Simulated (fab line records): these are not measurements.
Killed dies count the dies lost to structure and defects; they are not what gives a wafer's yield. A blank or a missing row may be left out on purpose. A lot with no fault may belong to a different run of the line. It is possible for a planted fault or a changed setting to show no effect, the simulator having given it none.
Which tool is to blame? / flow nand harc / 36 wafers from 12 lots sampled at 6 of the route's 1159 steps

WHAT THE GAUGES SHOWED, per wafer
NHARC_END_SORT_01.
lot=L497; measured=day 19 06:14; on=prober-02; killed at array=21 18; killed at other=0 0; killed at periphery=1 5; killed dies=22 23; killed open=3 5; killed short=0 1

EACH LOT AND THE TOOL THAT RAN IT (in order: tool; ch and the chambers of the sampled wafers; start)
lot=L497; NHARC_P_CONTACT_DEP_00=pecvd-01 ch 0,1,2, day 5 12:31 or earlier; NHARC_P_CONTACT_ETCH_36=rie diel-02 ch 0,2, day 5 12:31 or earlier; NHARC_P_CONTACT_DEGAS_38=pvd sputter-02, day 5 12:31; NHARC_P_CONTACT_CVD_23=cvd w-02 ch 0,1, day 5 13:02; NHARC_P_CONTACT_CMP_24=cmp-02 ch 2,3, day 5 15:01
lot=L498; NHARC_P_CONTACT_DEP_00=pecvd-04 ch 0,2, day 5 13:38 or earlier; NHARC_P_CONTACT_ETCH_36=rie diel-02 ch 0,1,3, day 5 13:38 or earlier; NHARC_P_CONTACT_DEGAS_38=pvd sputter-01, day 5 13:38; NHARC_P_CONTACT_CVD_23=cvd w-02 ch 0,1, day 5 14:24; NHARC_P_CONTACT_CMP_24=cmp-02 ch 0,2,3, day 5 15:43
lot=L510; NHARC_P_CONTACT_DEP_00=pecvd-03 ch 0,1, day 8 23:22 or earlier; NHARC_P_CONTACT_ETCH_36=rie diel-13 ch 2,3, day 8 23:22 or earlier; NHARC_P_CONTACT_DEGAS_38=pvd sputter-03, day 8 23:22; NHARC_P_CONTACT_CVD_23=cvd w-02 ch 0,1, day 9 03:38; NHARC_P_CONTACT_CMP_24=cmp-04 ch 0,2,3, day 9 04:17
lot=L512; NHARC_P_CONTACT_DEP_00=pecvd-03 ch 1,2, day 9 11:47 or earlier; NHARC_P_CONTACT_ETCH_36=rie diel-13 ch 0,2, day 9 11:47 or earlier; NHARC_P_CONTACT_DEGAS_38=pvd sputter-03, day 9 11:47; NHARC_P_CONTACT_CVD_23=cvd w-01 ch 0,1, day 9 14:44; NHARC_P_CONTACT_CMP_24=cmp-04 ch 0,3, day 9 15:19
lot=L514; NHARC_P_CONTACT_DEP_00=pecvd-03 ch 1,2, day 9 17:55 or earlier; NHARC_P_CONTACT_ETCH_36=rie diel-02 ch 1,2,3, day 9 17:55 or earlier; NHARC_P_CONTACT_DEGAS_38=pvd sputter-02, day 9 17:55; NHARC_P_CONTACT_CVD_23=cvd w-02 ch 0,1, day 9 22:49; NHARC_P_CONTACT_CMP_24=cmp-04 ch 1,2,3, day 9 23:15
lot=L513; NHARC_P_CONTACT_DEP_00=pecvd-04 ch 0,1, day 9 20:02 or earlier; NHARC_P_CONTACT_ETCH_36=rie diel-02 ch 0,2,3, day 9 20:02 or earlier; NHARC_P_CONTACT_DEGAS_38=pvd sputter-02, day 9 20:02; NHARC_P_CONTACT_CVD_23=cvd w-01 ch 1, day 10 02:43; NHARC_P_CONTACT_CMP_24=cmp-03 ch 0,2,3, day 10 03:25
lot=L515; NHARC_P_CONTACT_DEP_00=pecvd-04 ch 0,1, day 10 03:01 or earlier; NHARC_P_CONTACT_ETCH_36=rie diel-13 ch 0,2,3, day 10 03:01 or earlier; NHARC_P_CONTACT_DEGAS_38=pvd sputter-03, day 10 03:01; NHARC_P_CONTACT_CVD_23=cvd w-02 ch 0,1, day 10 04:47; NHARC_P_CONTACT_CMP_24=cmp-03 ch 0,1,2, day 10 05:22
lot=L516; NHARC_P_CONTACT_DEP_00=pecvd-01 ch 0,1,2, day 10 08:39 or earlier; NHARC_P_CONTACT_ETCH_36=rie diel-13 ch 1,2,3, day 10 08:39 or earlier; NHARC_P_CONTACT_DEGAS_38=pvd sputter-02, day 10 08:39; NHARC_P_CONTACT_CVD_23=cvd w-01 ch 0,1, day 10 11:52; NHARC_P_CONTACT_CMP_24=cmp-03 ch 0,1, day 10 12:32
lot=L517; NHARC_P_CONTACT_DEP_00=pecvd-01 ch 0,1,2, day 10 16:08 or earlier; NHARC_P_CONTACT_ETCH_36=rie diel-02 ch 0,2, day 10 16:08 or earlier; NHARC_P_CONTACT_DEGAS_38=pvd sputter-02, day 10 16:08; NHARC_P_CONTACT_CVD_23=cvd w-01 ch 0,1, day 10 21:50; NHARC_P_CONTACT_CMP_24=cmp-03 ch 0,3, day 10 22:30
lot=L519; NHARC_P_CONTACT_DEP_00=pecvd-01 ch 0,1,2, day 10 19:03 or earlier; NHARC_P_CONTACT_ETCH_36=rie diel-02 ch 0,2, day 10 19:03 or earlier; NHARC_P_CONTACT_DEGAS_38=pvd sputter-01, day 10 19:03; NHARC_P_CONTACT_CVD_23=cvd w-01 ch 0,1, day 10 22:29; NHARC_P_CONTACT_CMP_24=cmp-02 ch 0,1,2, day 10 23:04
lot=L518; NHARC_P_CONTACT_DEP_00=pecvd-04 ch 1,2, day 10 21:56 or earlier; NHARC_P_CONTACT_ETCH_36=rie diel-02 ch 1,2,3, day 10 21:56 or earlier; NHARC_P_CONTACT_DEGAS_38=pvd sputter-03, day 10 21:56; NHARC_P_CONTACT_CVD_23=cvd w-01 ch 0,1, day 10 23:07; NHARC_P_CONTACT_CMP_24=cmp-04 ch 1,2, day 10 23:35
lot=L520; NHARC_P_CONTACT_DEP_00=pecvd-03 ch 0,1,2, day 11 07:09 or earlier; NHARC_P_CONTACT_ETCH_36=rie diel-13 ch 2,3, day 11 07:09 or earlier; NHARC_P_CONTACT_DEGAS_38=pvd sputter-03, day 11 07:09; NHARC_P_CONTACT_CVD_23=cvd w-02 ch 0,1, day 11 10:44; NHARC_P_CONTACT_CMP_24=cmp-03 ch 2,3, day 11 11:12
- NHARC_P_CONTACT_DEP_00: deposits SiO2, target thk 500 nm.
- NHARC_P_CONTACT_ETCH_36: etches the open film in N2/H2, target depth 260 nm, time 406.25 s.
- NHARC_P_CONTACT_DEGAS_38: time 60 s.
- NHARC_P_CONTACT_CVD_23: deposits W, target thk 200 nm, time 557 s.
- NHARC_P_CONTACT_CMP_24: polishes, t overpolish 30 s, target thk 200 nm.

AS READ BY THE TOOLS THEMSELVES (means over the sampled wafers that have a number; for cases with no such wafer, the mark the record gives instead)
NHARC_P_CONTACT_DEP_00.
lot=L497; tool=pecvd-01; heater power w (W)=484; mfc precursor sccm (sccm)=161.6; throttle valve pct (%)=16.2
lot=L498; tool=pecvd-04; heater power w (W)=662; mfc precursor sccm (sccm)=161.7; throttle valve pct (%)=15.6
lot=L510; tool=pecvd-03; heater power w (W)=535; mfc precursor sccm (sccm)=161.6; throttle valve pct (%)=15.5
lot=L512; tool=pecvd-03; heater power w (W)=533; mfc precursor sccm (sccm)=161.2; throttle valve pct (%)=15.7
lot=L514; tool=pecvd-03; heater power w (W)=541; mfc precursor sccm (sccm)=161.5; throttle valve pct (%)=15.6
lot=L513; tool=pecvd-04; heater power w (W)=610; mfc precursor sccm (sccm)=161.3; throttle valve pct (%)=15.2
lot=L515; tool=pecvd-04; heater power w (W)=631; mfc precursor sccm (sccm)=161.6; throttle valve pct (%)=15.2
lot=L516; tool=pecvd-01; heater power w (W)=483; mfc precursor sccm (sccm)=161.3; throttle valve pct (%)=16.4
lot=L517; tool=pecvd-01; heater power w (W)=510; mfc precursor sccm (sccm)=161.3; throttle valve pct (%)=16.4
lot=L519; tool=pecvd-01; heater power w (W)=442; mfc precursor sccm (sccm)=161.7; throttle valve pct (%)=16.6
lot=L518; tool=pecvd-04; heater power w (W)=568; mfc precursor sccm (sccm)=161.4; throttle valve pct (%)=15.4
lot=L520; tool=pecvd-03; heater power w (W)=559; mfc precursor sccm (sccm)=161.4; throttle valve pct (%)=15.7

NHARC_P_CONTACT_ETCH_36.
lot=L497; tool=rie diel-02; drypump motor current A (A)=5.4; oes product au (a.u.)=1.012; rf vpp V (V)=429.4; showerhead plenum p Torr (Torr)=2.01; throttle valve pct (%)=14.165
lot=L498; tool=rie diel-02; drypump motor current A (A)=5.4; oes product au (a.u.)=1.005; rf vpp V (V)=429.6; showerhead plenum p Torr (Torr)=2.01; throttle valve pct (%)=14.169
lot=L510; tool=rie diel-13; drypump motor current A (A)=5.7; oes product au (a.u.)=1.007; rf vpp V (V)=428.2; showerhead plenum p Torr (Torr)=1.95; throttle valve pct (%)=14.169
lot=L512; tool=rie diel-13; drypump motor current A (A)=6.2; oes product au (a.u.)=0.998; rf vpp V (V)=430.4; showerhead plenum p Torr (Torr)=2.05; throttle valve pct (%)=14.170
lot=L514; tool=rie diel-02; drypump motor current A (A)=5.5; oes product au (a.u.)=1.012; rf vpp V (V)=426.4; showerhead plenum p Torr (Torr)=1.91; throttle valve pct (%)=14.168
lot=L513; tool=rie diel-02; drypump motor current A (A)=5.2; oes product au (a.u.)=1.005; rf vpp V (V)=429.7; showerhead plenum p Torr (Torr)=2.00; throttle valve pct (%)=14.175
lot=L515; tool=rie diel-13; drypump motor current A (A)=5.8; oes product au (a.u.)=0.998; rf vpp V (V)=429.2; showerhead plenum p Torr (Torr)=2.00; throttle valve pct (%)=14.170
lot=L516; tool=rie diel-13; drypump motor current A (A)=5.4; oes product au (a.u.)=1.002; rf vpp V (V)=427.4; showerhead plenum p Torr (Torr)=1.95; throttle valve pct (%)=14.162
lot=L517; tool=rie diel-02; drypump motor current A (A)=5.2; oes product au (a.u.)=1.021; rf vpp V (V)=433.0; showerhead plenum p Torr (Torr)=2.10; throttle valve pct (%)=14.173
lot=L519; tool=rie diel-02; drypump motor current A (A)=5.4; oes product au (a.u.)=1.011; rf vpp V (V)=429.6; showerhead plenum p Torr (Torr)=2.01; throttle valve pct (%)=14.175
lot=L518; tool=rie diel-02; drypump motor current A (A)=5.5; oes product au (a.u.)=1.004; rf vpp V (V)=426.1; showerhead plenum p Torr (Torr)=1.91; throttle valve pct (%)=14.179
lot=L520; tool=rie diel-13; drypump motor current A (A)=5.5; oes product au (a.u.)=0.990; rf vpp V (V)=428.5; showerhead plenum p Torr (Torr)=1.96; throttle valve pct (%)=14.170

NHARC_P_CONTACT_DEGAS_38.
lot=L497; tool=pvd sputter-02; heater power w (W)=455
lot=L498; tool=pvd sputter-01; heater power w (W)=483
lot=L510; tool=pvd sputter-03; heater power w (W)=455
lot=L512; tool=pvd sputter-03; heater power w (W)=448
lot=L514; tool=pvd sputter-02; heater power w (W)=448
lot=L513; tool=pvd sputter-02; heater power w (W)=436
lot=L515; tool=pvd sputter-03; heater power w (W)=451
lot=L516; tool=pvd sputter-02; heater power w (W)=465
lot=L517; tool=pvd sputter-02; heater power w (W)=456
lot=L519; tool=pvd sputter-01; heater power w (W)=464
lot=L518; tool=pvd sputter-03; heater power w (W)=449
lot=L520; tool=pvd sputter-03; heater power w (W)=457

NHARC_P_CONTACT_CVD_23.
lot=L497; tool=cvd w-02; heater power w (W)=449; throttle valve pct (%)=8.05
lot=L498; tool=cvd w-02; heater power w (W)=438; throttle valve pct (%)=8.12
lot=L510; tool=cvd w-02; heater power w (W)=434; throttle valve pct (%)=8.19
lot=L512; tool=cvd w-01; heater power w (W)=419; throttle valve pct (%)=8.03
lot=L514; tool=cvd w-02; heater power w (W)=434; throttle valve pct (%)=8.20
lot=L513; tool=cvd w-01; heater power w (W)=500; throttle valve pct (%)=7.94
lot=L515; tool=cvd w-02; heater power w (W)=440; throttle valve pct (%)=8.24
lot=L516; tool=cvd w-01; heater power w (W)=463; throttle valve pct (%)=7.99
lot=L517; tool=cvd w-01; heater power w (W)=467; throttle valve pct (%)=8.04
lot=L519; tool=cvd w-01; heater power w (W)=418; throttle valve pct (%)=8.05
lot=L518; tool=cvd w-01; heater power w (W)=417; throttle valve pct (%)=8.06
lot=L520; tool=cvd w-02; heater power w (W)=462; throttle valve pct (%)=8.18

NHARC_P_CONTACT_CMP_24.
lot=L497; tool=cmp-02; motor current A (A)=12.4; overpolish run s (s)=30.001; time to endpoint s (s)=79.6
lot=L498; tool=cmp-02; motor current A (A)=12.2; overpolish run s (s)=30.000; time to endpoint s (s)=81.4
lot=L510; tool=cmp-04; motor current A (A)=11.7; overpolish run s (s)=30.001; time to endpoint s (s)=39.2
lot=L512; tool=cmp-04; motor current A (A)=12.4; overpolish run s (s)=30.003; time to endpoint s (s)=38.7
lot=L514; tool=cmp-04; motor current A (A)=11.2; overpolish run s (s)=29.997; time to endpoint s (s)=38.5
lot=L513; tool=cmp-03; motor current A (A)=13.2; overpolish run s (s)=30.011; time to endpoint s (s)=39.7
lot=L515; tool=cmp-03; motor current A (A)=13.2; overpolish run s (s)=30.001; time to endpoint s (s)=37.6
lot=L516; tool=cmp-03; motor current A (A)=12.5; overpolish run s (s)=29.998; time to endpoint s (s)=43.9
lot=L517; tool=cmp-03; motor current A (A)=12.9; overpolish run s (s)=30.001; time to endpoint s (s)=39.9
lot=L519; tool=cmp-02; motor current A (A)=11.6; overpolish run s (s)=29.996; time to endpoint s (s)=41.7
lot=L518; tool=cmp-04; motor current A (A)=11.2; overpolish run s (s)=30.002; time to endpoint s (s)=36.3
lot=L520; tool=cmp-03; motor current A (A)=12.9; overpolish run s (s)=29.998; time to endpoint s (s)=39.4

THE ANSWER, worked out from the rows above alone
Rule: the usual values come from the lots themselves. The widest of any qualifying gaps counts: lots, ordered by their means at a reading, are off when they make up no more than a third of the lots, leave a main group of 4 or more, and stand apart from it by 3 or more times the standard deviation of that group's means. Not used: any main group whose means are identical at the precision the tables above print for the reading. Also off: a lot with no number at a reading for which 4 or more lots have one. Any other lot the step has rows for is counted as sound. Order of review: gauges by route order, followed by the tools' own readings, for which a lot's mean as printed above is used. The first step at which some lot is off is used, and at that step the reading that is off furthest; a lot without a number counts as furthest.
Off, at NHARC_P_CONTACT_CMP_24 on time to endpoint s: L497, L498. The main group: mean 39.5 s, standard deviation 2.
A tool fits if, at that step or a process step before it, it ran every lot that is off, and no sound lot after the first of them. Because NHARC_P_CONTACT_DEP_00 lacks a start for some lots, the hours and order of its lots are taken from NHARC_P_CONTACT_DEGAS_38. Because NHARC_P_CONTACT_ETCH_36 lacks a start for some lots, the hours and order of its lots are taken from NHARC_P_CONTACT_DEGAS_38. Not one of the candidates tried fits.

WHAT THE SIMULATOR HAD INSERTED
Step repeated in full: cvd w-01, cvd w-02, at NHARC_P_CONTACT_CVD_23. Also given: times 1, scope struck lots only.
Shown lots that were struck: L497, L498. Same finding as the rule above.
